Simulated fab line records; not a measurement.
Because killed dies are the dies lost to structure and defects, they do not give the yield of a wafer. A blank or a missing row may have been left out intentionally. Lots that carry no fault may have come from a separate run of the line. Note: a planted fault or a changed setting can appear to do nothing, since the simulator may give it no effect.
Matching of chambers + flow n5Finfet + 4 sister chambers for N5_BEOL_M3_ETCH_70 on rieDiel-03
The step etches SOC in N2/H2, target depth 80 nm, overetch 16 nm, time 120 s. 22 wafers are shown with their chamber, then 11 later ones without.

## WAFERS PAIRED WITH THEIR CHAMBERS
| wafer  | chamber | showerheadPlenumPTorr (Torr) | throttleValvePct (%) | oesProductAu (a.u.) |
|--------|---------|------------------------------|----------------------|---------------------|
| L074.2 | 1       | 2.42                         | 17.78                | 0.57                |
| L074.3 | 0       | 2.55                         | 17.88                | 0.59                |
| L074.4 | 2       | 2.58                         | 17.56                | 0.66                |
| L078.1 | 1       | 2.41                         | 17.78                | 0.56                |
| L078.4 | 0       | 2.54                         | 17.91                | 0.58                |
| L078.5 | 2       | 2.58                         | 17.54                | 0.65                |
| L080.2 | 1       | 2.41                         | 17.81                | 0.56                |
| L080.5 | 1       | 2.41                         | 17.79                | 0.56                |
| L080.6 | 2       | 2.57                         | 17.56                | 0.64                |
| L084.1 | 2       | 2.57                         | 17.55                | 0.64                |
| L084.3 | 0       | 2.54                         | 17.92                | 0.57                |
| L084.6 | 0       | 2.54                         | 17.91                | 0.58                |
| L083.2 | 0       | 2.54                         | 17.92                | 0.58                |
| L083.5 | 3       | 2.71                         | 17.95                | 0.70                |
| L083.6 | 0       | 2.54                         | 17.91                | 0.57                |
| L086.3 | 3       | 2.71                         | 17.97                | 0.69                |
| L086.4 | 1       | 2.41                         | 17.81                | 0.55                |
| L086.5 | 1       | 2.41                         | 17.80                | 0.56                |
| L089.1 | 2       | 2.57                         | 17.59                | 0.63                |
| L089.2 | 0       | 2.54                         | 17.94                | 0.57                |
| L089.4 | 1       | 2.40                         | 17.83                | 0.56                |
| L095.1 | 0       | 2.53                         | 17.94                | 0.57                |

SIGNATURES (means of the wafers above)
| reading               | chamber 0 | chamber 1 | chamber 2 | chamber 3 | scatter within a chamber |
|-----------------------|-----------|-----------|-----------|-----------|--------------------------|
| showerheadPlenumPTorr | 2.5400    | 2.4100    | 2.5740    | 2.7100    | 0.00537                  |
| throttleValvePct      | 17.9163   | 17.8000   | 17.5600   | 17.9600   | 0.0185                   |
| oesProductAu          | 0.5762    | 0.5600    | 0.6440    | 0.6950    | 0.00802                  |
Rule: a wafer lies at a distance from a chamber equal to the root of the sum of squares, over the readings, of (its reading less the chamber's mean, divided by the reading's scatter). The wafer belongs to the nearest chamber; if the next one is less than 2 further off, it can't be placed. The scatter: the root of (the sum of the squares of (reading less its chamber's mean) over the shown wafers, divided by (wafers less chambers)).

## WAFERS MISSING THEIR CHAMBER
| wafer  | showerheadPlenumPTorr (Torr) | throttleValvePct (%) | oesProductAu (a.u.) |
|--------|------------------------------|----------------------|---------------------|
| L095.2 | 2.40                         | 17.84                | 0.54                |
| L095.3 | 2.57                         | 17.60                | 0.62                |
| L094.1 | 2.56                         | 17.59                | 0.62                |
| L094.2 | 2.40                         | 17.82                | 0.55                |
| L094.3 | 2.70                         | 18.00                | 0.67                |
| L096.1 | 2.53                         | 17.94                | 0.56                |
| L096.3 | 2.40                         | 17.85                | 0.54                |
| L096.4 | 2.56                         | 17.60                | 0.62                |
| L097.1 | 2.53                         | 17.95                | 0.57                |
| L097.3 | 2.56                         | 17.62                | 0.61                |
| L097.6 | 2.53                         | 17.94                | 0.56                |

## WHICH CHAMBER EACH ONE RAN IN
| wafer  | from the rows above | in truth |
|--------|---------------------|----------|
| L095.2 | 1                   | 1        |
| L095.3 | 2                   | 2        |
| L094.1 | 2                   | 2        |
| L094.2 | 1                   | 1        |
| L094.3 | 3                   | 3        |
| L096.1 | 0                   | 0        |
| L096.3 | 1                   | 1        |
| L096.4 | 2                   | 2        |
| L097.1 | 0                   | 0        |
| L097.3 | 2                   | 2        |
| L097.6 | 0                   | 0        |
Correct placement for 11 of the 11. From these rows, 0 cannot be placed. 0 placed wrongly.
